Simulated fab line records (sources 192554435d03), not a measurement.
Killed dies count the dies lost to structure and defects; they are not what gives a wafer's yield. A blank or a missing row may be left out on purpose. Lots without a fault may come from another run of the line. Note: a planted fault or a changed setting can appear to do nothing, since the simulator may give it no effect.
Which tool did it?	flow n5-finfet	24 lots with 72 wafers sampled at 5 steps, on a route of 1938 steps

== WHAT EACH GAUGE READ, for each wafer ==
N5_BEOL_M14_CD_MEAS_10 targets a cd of 250 nm. Usual: cd-nm reads 250.2 nm (standard deviation 2.5).
lot	measured	on	cd-nm (nm)	flag
L074	day 11 23:32	cd-sem-03	253.2 251.2 248.4	
L075	day 12 03:22	cd-sem-03	252.3 250.9 248.9	
L076	day 12 07:49	cd-sem-01	250.2 251.4 251.5	
L079	day 12 11:12	cd-sem-01	249.4 247.6 250.3	
L077	day 12 13:00	cd-sem-01	247.0 251.0 250.4	
L078	day 12 16:32	cd-sem-02	252.5 250.9 251.2	
L080	day 13 07:09	cd-sem-02	252.1 250.5 247.2	
L081	day 13 07:53	cd-sem-01	249.0 252.6 251.2	
L082	day 13 13:22	cd-sem-02	250.5 253.8 255.0	
L083	day 13 22:21	cd-sem-01	251.0 255.2 251.5	
L085	day 14 05:07	cd-sem-03	249.6 249.3 245.7	
L088	day 14 15:05	cd-sem-02	245.4 245.8 247.2	
L084	day 14 16:26	cd-sem-02	249.6 249.3 250.5	
L086	day 14 19:59	cd-sem-01	254.5 254.8 253.3	
L089	day 15 10:57	cd-sem-03	252.1 251.3 246.9	
L087	day 15 11:05	cd-sem-02	247.0 245.2 248.9	
L090	day 15 14:35	cd-sem-01	253.6 248.9 251.1	
L091	day 16 02:31	cd-sem-02	247.7 250.9 250.0	
L092	day 16 08:06	cd-sem-03	246.4 251.5 249.8	
L094	day 16 12:55	cd-sem-03	245.6 246.6 248.1	
L093	day 16 15:48	cd-sem-01	246.5 246.9 248.6	
L096	day 16 15:58	cd-sem-03	254.3 253.0 248.0	
L095	day 17 08:44	cd-sem-03	248.2 254.2 252.1	
L097	day 17 18:40	cd-sem-01	248.0 248.8 246.6	

N5_BEOL_M14_OCD_MEAS_35. Usual: trench-depth-nm reads 558 nm (standard deviation 13).
lot	measured	on	trench-depth-nm (nm)	flag
L074	day 12 01:11	ocd-02	549 556 552	
L075	day 12 04:56	ocd-01	554 588 562	
L076	day 12 10:17	ocd-01	554 556 593	
L079	day 12 12:54	ocd-02	582 551 554	
L077	day 12 14:33	ocd-02	542 549 553	
L078	day 12 18:13	ocd-01	590 556 561	
L080	day 13 09:01	ocd-01	563 547 559	
L081	day 13 10:43	ocd-02	552 565 547	
L082	day 13 15:31	ocd-02	563 541 556	
L083	day 14 00:20	ocd-01	564 553 563	
L085	day 14 07:00	ocd-01	563 552 571	
L088	day 14 16:46	ocd-02	568 562 565	
L084	day 14 18:22	ocd-01	565 569 546	
L086	day 14 21:32	ocd-01	550 531 582	
L089	day 15 12:30	ocd-02	584 547 539	
L087	day 15 13:02	ocd-01	554 557 559	
L090	day 15 16:13	ocd-02	536 563 553	
L091	day 16 04:04	ocd-02	558 542 564	
L092	day 16 09:46	ocd-01	535 553 534	
L094	day 16 14:39	ocd-02	558 560 541	
L093	day 16 17:28	ocd-02	550 565 552	
L096	day 16 18:16	ocd-01	550 562 546	
L095	day 17 11:13	ocd-02	567 571 573	
L097	day 17 20:26	ocd-02	571 571 568	

== EACH LOT AND THE TOOL THAT RAN IT (in order: tool; ch and the chambers of the sampled wafers; start) ==
lot	N5_BEOL_M13_VIA_ETCH_16	N5_BEOL_M13_ETCH_38	N5_BEOL_M14_DESCUM_15
L074	rie-diel-01 ch 1,2,3, day 11 18:42	rie-diel-03 ch 0,2,3, day 11 20:29	rie-diel-05 ch 0,1,2, day 11 23:43
L075	rie-diel-03 ch 0,3, day 11 22:01	rie-diel-01 ch 0,1, day 11 23:41	rie-diel-04 ch 1,2,3, day 12 03:27
L076	rie-diel-02 ch 0,1, day 12 01:43	rie-diel-02 ch 0,1,2, day 12 04:52	rie-diel-06 ch 2,3, day 12 08:15
L079	rie-diel-03 ch 0,1,2, day 12 06:18	rie-diel-01 ch 0,2,3, day 12 08:27	rie-diel-06 ch 1,2,3, day 12 11:17
L077	rie-diel-03 ch 1,2,3, day 12 07:58	rie-diel-03 ch 0,2,3, day 12 09:37	rie-diel-05 ch 0,2, day 12 13:05
L078	rie-diel-01 ch 0,3, day 12 11:41	rie-diel-02 ch 0,1,2, day 12 14:14	rie-diel-05 ch 1,3, day 12 16:38
L080	rie-diel-03 ch 1,2,3, day 13 02:40	rie-diel-03 ch 0,3, day 13 04:44	rie-diel-05 ch 0,2,3, day 13 07:14
L081	rie-diel-02 ch 0,1, day 13 02:54	rie-diel-01 ch 0,1,3, day 13 05:17	rie-diel-04 ch 2,3, day 13 08:23
L082	rie-diel-02 ch 0,1,2, day 13 07:50	rie-diel-03 ch 0,1, day 13 11:08	rie-diel-04 ch 1,2,3, day 13 13:40
L083	rie-diel-01 ch 0,2,3, day 13 18:06	rie-diel-02 ch 0,2,3, day 13 19:57	rie-diel-05 ch 0,2, day 13 22:26
L085	rie-diel-01 ch 0,1,3, day 13 23:58	rie-diel-03 ch 0,1,3, day 14 02:22	rie-diel-05 ch 0,1,2, day 14 05:13
L088	rie-diel-02 ch 0,1, day 14 09:56	rie-diel-03 ch 1,3, day 14 12:32	rie-diel-06 ch 0,2, day 14 15:11
L084	rie-diel-01 ch 0,1,2, day 14 10:11	rie-diel-01 ch 1,2,3, day 14 13:31	rie-diel-05 ch 0,1,3, day 14 16:43
L086	rie-diel-03 ch 0,1,3, day 14 11:00	rie-diel-03 ch 0,2,3, day 14 17:39	rie-diel-05 ch 0,3, day 14 20:04
L089	rie-diel-02 ch 1,2,3, day 15 06:52	rie-diel-02 ch 1,2,3, day 15 08:57	rie-diel-06 ch 1,2, day 15 11:02
L087	rie-diel-01 ch 1,2,3, day 15 07:08	rie-diel-03 ch 1,2,3, day 15 08:57	rie-diel-05 ch 1,2, day 15 11:11
L090	rie-diel-02 ch 1,2,3, day 15 07:52	rie-diel-03 ch 0,1,3, day 15 11:55	rie-diel-06 ch 1,2,3, day 15 14:41
L091	rie-diel-01 ch 0,2, day 15 19:20	rie-diel-03 ch 1,3, day 16 00:17	rie-diel-06 ch 1,2,3, day 16 02:36
L092	rie-diel-03 ch 1,2,3, day 16 01:38	rie-diel-03 ch 1,2,3, day 16 05:33	rie-diel-04 ch 1,2, day 16 08:11
L094	rie-diel-01 ch 0,1,3, day 16 07:35	rie-diel-01 ch 0,3, day 16 10:38	rie-diel-05 ch 1,2, day 16 13:00
L093	rie-diel-03 ch 1,2, day 16 09:04	rie-diel-02 ch 1,2,3, day 16 13:23	rie-diel-05 ch 0,1,2, day 16 15:53
L096	rie-diel-01 ch 0,1,3, day 16 11:16	rie-diel-02 ch 1,3, day 16 13:30	rie-diel-04 ch 0,1, day 16 16:09
L095	rie-diel-01 ch 0,1, day 17 04:17	rie-diel-01 ch 0,1, day 17 06:36	rie-diel-05 ch 0,2,3, day 17 09:10
L097	rie-diel-02 ch 0,1,3, day 17 13:39	rie-diel-02 ch 0,1, day 17 16:05	rie-diel-06 ch 0,2,3, day 17 18:46
- N5_BEOL_M13_VIA_ETCH_16: etches SiOC in C4F8/O2/Ar, target depth 921.7 nm.
- N5_BEOL_M13_ETCH_38: etches SiCN in CF4/N2, target depth 67.5 nm, time 71.9 s.
- N5_BEOL_M14_DESCUM_15: chemistry O2, time 7.9 s.

== WHAT THE TOOLS THEMSELVES READ (means of the sampled wafers that have a number; where no wafer has one, the mark that the record gives instead) ==
N5_BEOL_M13_VIA_ETCH_16. Usual: drypump-motor-current-A 5.7 A, standard deviation 0.41; he-inner-torr 15.00 Torr, standard deviation 0.031; oes-product-au 0.69 a.u., standard deviation 0.081; rf-vpp-V 664 V, standard deviation 3.1; showerhead-plenum-p-Torr 3.36 Torr, standard deviation 0.11; throttle-valve-pct 24.24 %, standard deviation 0.27.
lot	tool	drypump-motor-current-A (A)	he-inner-torr (Torr)	oes-product-au (a.u.)	rf-vpp-V (V)	showerhead-plenum-p-Torr (Torr)	throttle-valve-pct (%)	flag
L074	rie-diel-01	5.8	14.97	0.65	664	3.33	24.25	
L075	rie-diel-03	5.3	15.00	0.65	666	3.42	24.41	
L076	rie-diel-02	5.6	14.98	0.78	666	3.43	24.18	
L079	rie-diel-03	5.5	14.98	0.80	665	3.38	24.33	
L077	rie-diel-03	5.4	14.99	0.79	663	3.31	24.32	
L078	rie-diel-01	6.3	15.00	0.63	662	3.32	24.18	
L080	rie-diel-03	5.4	14.98	0.78	663	3.31	24.32	
L081	rie-diel-02	5.6	14.97	0.76	665	3.43	24.19	
L082	rie-diel-02	5.7	15.01	0.71	665	3.40	24.30	
L083	rie-diel-01	6.2	15.00	0.63	665	3.36	24.15	
L085	rie-diel-01	5.9	14.99	0.63	663	3.28	24.33	
L088	rie-diel-02	5.6	14.99	0.70	663	3.35	24.38	
L084	rie-diel-01	5.9	15.03	0.64	664	3.36	24.01	
L086	rie-diel-03	5.2	15.01	0.71	664	3.37	24.43	
L089	rie-diel-02	5.6	15.00	0.67	663	3.37	24.34	
L087	rie-diel-01	5.8	14.99	0.63	663	3.32	24.29	
L090	rie-diel-02	5.6	14.99	0.67	665	3.37	24.35	
L091	rie-diel-01	6.3	14.97	0.63	665	3.40	23.89	
L092	rie-diel-03	5.4	15.01	0.75	662	3.30	24.35	
L094	rie-diel-01	5.9	15.01	0.71	665	3.40	24.24	
L093	rie-diel-03	5.3	14.97	0.80	663	3.33	24.35	
L096	rie-diel-01	5.9	15.00	0.71	665	3.40	24.24	
L095	rie-diel-01	5.7	15.00	0.63	661	3.26	24.21	
L097	rie-diel-02	5.5	15.03	0.70	665	3.40	24.26	

N5_BEOL_M13_ETCH_38. Usual: drypump-motor-current-A 5.6 A, standard deviation 0.39; oes-product-au 0.78 a.u., standard deviation 0.094; rf-vpp-V 381.7 V, standard deviation 2; showerhead-plenum-p-Torr 2.18 Torr, standard deviation 0.073; throttle-valve-pct 15.59 %, standard deviation 0.23.
lot	tool	drypump-motor-current-A (A)	oes-product-au (a.u.)	rf-vpp-V (V)	showerhead-plenum-p-Torr (Torr)	throttle-valve-pct (%)	flag
L074	rie-diel-03	5.5	0.79	381.0	2.18	15.68	
L075	rie-diel-01	5.7	0.73	379.9	2.12	15.49	
L076	rie-diel-02	5.7	0.79	382.1	2.19	15.48	
L079	rie-diel-01	6.2	0.72	382.0	2.18	15.52	
L077	rie-diel-03	5.5	0.78	380.9	2.18	15.69	
L078	rie-diel-02	5.7	0.79	382.5	2.19	15.48	
L080	rie-diel-03	5.3	0.71	383.8	2.22	15.84	
L081	rie-diel-01	5.9	0.72	379.3	2.12	15.64	
L082	rie-diel-03	5.3	0.79	382.9	2.24	15.77	
L083	rie-diel-02	5.6	0.79	382.3	2.23	15.38	
L085	rie-diel-03	5.2	0.78	382.4	2.19	15.71	
L088	rie-diel-03	5.2	0.78	380.2	2.13	15.64	
L084	rie-diel-01	5.8	0.71	380.9	2.15	15.66	
L086	rie-diel-03	5.5	0.78	382.0	2.17	15.72	
L089	rie-diel-02	5.6	0.74	381.6	2.17	15.59	
L087	rie-diel-03	5.4	0.84	380.9	2.14	15.59	
L090	rie-diel-03	5.2	0.76	381.6	2.18	15.74	
L091	rie-diel-03	5.2	0.76	379.3	2.12	15.67	
L092	rie-diel-03	5.4	0.82	380.4	2.13	15.61	
L094	rie-diel-01	6.2	0.89	385.5	2.28	15.47	
L093	rie-diel-02	5.6	0.73	381.3	2.17	15.62	
L096	rie-diel-02	5.5	0.75	380.3	2.14	15.66	
L095	rie-diel-01	6.0	0.70	380.8	2.13	15.47	
L097	rie-diel-02	5.6	0.75	381.1	2.14	15.58	

N5_BEOL_M14_DESCUM_15. Usual: drypump-motor-current-A 5.9 A, standard deviation 0.44; oes-product-au 0.79 a.u., standard deviation 0.075; rf-vpp-V 243.9 V, standard deviation 1.4; showerhead-plenum-p-Torr 2.13 Torr, standard deviation 0.072; throttle-valve-pct 20.4 %, standard deviation 0.4.
lot	tool	drypump-motor-current-A (A)	oes-product-au (a.u.)	rf-vpp-V (V)	showerhead-plenum-p-Torr (Torr)	throttle-valve-pct (%)	flag
L074	rie-diel-05	5.8	0.78	243.7	2.14	20.4	
L075	rie-diel-04	6.1	0.85	244.7	2.15	20.3	
L076	rie-diel-06	5.3	0.79	244.0	2.10	20.2	
L079	rie-diel-06	5.8	0.82	243.9	2.12	20.2	
L077	rie-diel-05	5.7	0.80	243.4	2.08	20.1	
L078	rie-diel-05	5.8	0.70	244.3	2.18	20.8	
L080	rie-diel-05	5.8	0.76	244.3	2.12	20.1	
L081	rie-diel-04	6.3	0.79	244.0	2.15	20.4	
L082	rie-diel-04	6.1	0.83	243.8	2.15	20.3	
L083	rie-diel-05	5.9	0.81	243.9	2.14	20.2	
L085	rie-diel-05	5.8	0.77	243.3	2.13	20.5	
L088	rie-diel-06	6.2	0.75	243.5	2.12	20.5	
L084	rie-diel-05	5.9	0.82	244.6	2.18	20.4	
L086	rie-diel-05	6.1	0.84	244.8	2.19	20.1	
L089	rie-diel-06	6.1	0.83	243.2	2.07	20.2	
L087	rie-diel-05	5.7	0.73	243.9	2.12	20.8	
L090	rie-diel-06	5.8	0.78	244.0	2.11	20.2	
L091	rie-diel-06	5.8	0.77	243.4	2.11	20.2	
L092	rie-diel-04	6.0	0.85	243.4	2.14	20.2	
L094	rie-diel-05	5.7	0.72	243.0	2.12	20.8	
L093	rie-diel-05	5.8	0.75	244.5	2.13	20.5	
L096	rie-diel-04	5.5	0.85	244.0	2.09	20.3	
L095	rie-diel-05	5.8	0.81	244.2	2.11	20.1	
L097	rie-diel-06	5.7	0.91	244.6	2.10	20.2	

== THE ANSWER, worked out from the rows above alone ==
Rule: a lot counts as off when the mean over its wafers that have a number is more than 3 standard deviations away from the usual mean. Also off: a lot with no number at a reading for which 4 or more lots have one. All remaining lots with rows at the step are treated as sound. Order of review: gauges by route order, followed by the tools' own readings, for which a lot's mean as printed above is used. The first step at which some lot is off is used, and at that step the reading that is off furthest; a lot without a number counts as furthest.
None of the lots is off at any reading shown; this tells nothing.

== WHAT WAS PUT IN BY THE SIMULATOR ==
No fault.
